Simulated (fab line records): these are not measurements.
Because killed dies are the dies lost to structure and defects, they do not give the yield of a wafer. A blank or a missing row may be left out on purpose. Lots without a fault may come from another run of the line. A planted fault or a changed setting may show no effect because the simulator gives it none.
Chamber matching ; flow nand_harc ; 4 sister chambers for NHARC_A_SGD_CUT_DESCUM_14 on rie_diel-10
The step chemistry O2, time 3 s. 16 wafers are shown with their chamber, then 7 later ones without.

WAFERS, EACH WITH ITS CHAMBER
wafer;chamber;drypump_motor_current_A (A);rf_vpp_V (V);oes_product_au (a.u.)
L760.1;3;6.7;58.6;0.997
L760.2;0;5.7;59.0;0.992
L760.4;1;5.7;58.4;1.010
L761.1;3;6.7;59.5;0.994
L761.2;1;5.7;58.5;1.014
L761.6;1;5.6;58.3;0.999
L766.1;2;6.2;57.4;1.001
L766.2;1;5.7;59.7;1.005
L766.5;2;6.2;57.4;0.998
L767.2;0;5.7;58.6;0.998
L767.3;2;6.1;57.2;0.997
L767.5;3;6.7;56.8;1.006
L774.4;2;6.2;57.1;1.005
L774.5;2;6.2;57.2;1.000
L779.3;2;6.1;57.9;1.000
L779.4;3;6.7;56.0;1.007

SIGNATURES, as means of the wafers listed above
reading;chamber 0;chamber 1;chamber 2;chamber 3;scatter within a chamber
drypump_motor_current_A;5.700;5.675;6.167;6.700;0.0417
rf_vpp_V;58.800;58.725;57.367;57.725;0.891
oes_product_au;0.99500;1.00700;1.00017;1.00100;0.00507
Rule: a wafer lies at a distance from a chamber equal to the root of the sum of squares, over the readings, of (its reading less the chamber's mean, divided by the reading's scatter). The wafer belongs to the nearest chamber; if the next one is less than 2 further off, it can't be placed. The scatter: the root of (the sum of the squares of (reading less its chamber's mean) over the shown wafers, divided by (wafers less chambers)).

WAFERS WITH NO CHAMBER GIVEN
wafer;drypump_motor_current_A (A);rf_vpp_V (V);oes_product_au (a.u.)
L779.5;6.1;57.4;1.022
L780.1;6.1;58.7;0.991
L780.2;6.7;57.3;1.001
L780.5;5.7;58.5;1.003
L781.1;5.7;58.8;0.991
L781.3;5.7;56.9;0.999
L781.5;5.7;57.4;0.995

CHAMBER TAKEN BY EACH
wafer;from the rows above;in truth
L779.5;2;2
L780.1;2;2
L780.2;3;3
L780.5;can't be placed: 1 or 0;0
L781.1;0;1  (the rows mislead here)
L781.3;can't be placed: 0 or 1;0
L781.5;can't be placed: 0 or 1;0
Correct placement for 3 of the 7. Unplaceable from these rows: 3, with the true chamber sitting among the candidates in 3. Placed wrongly: 1.
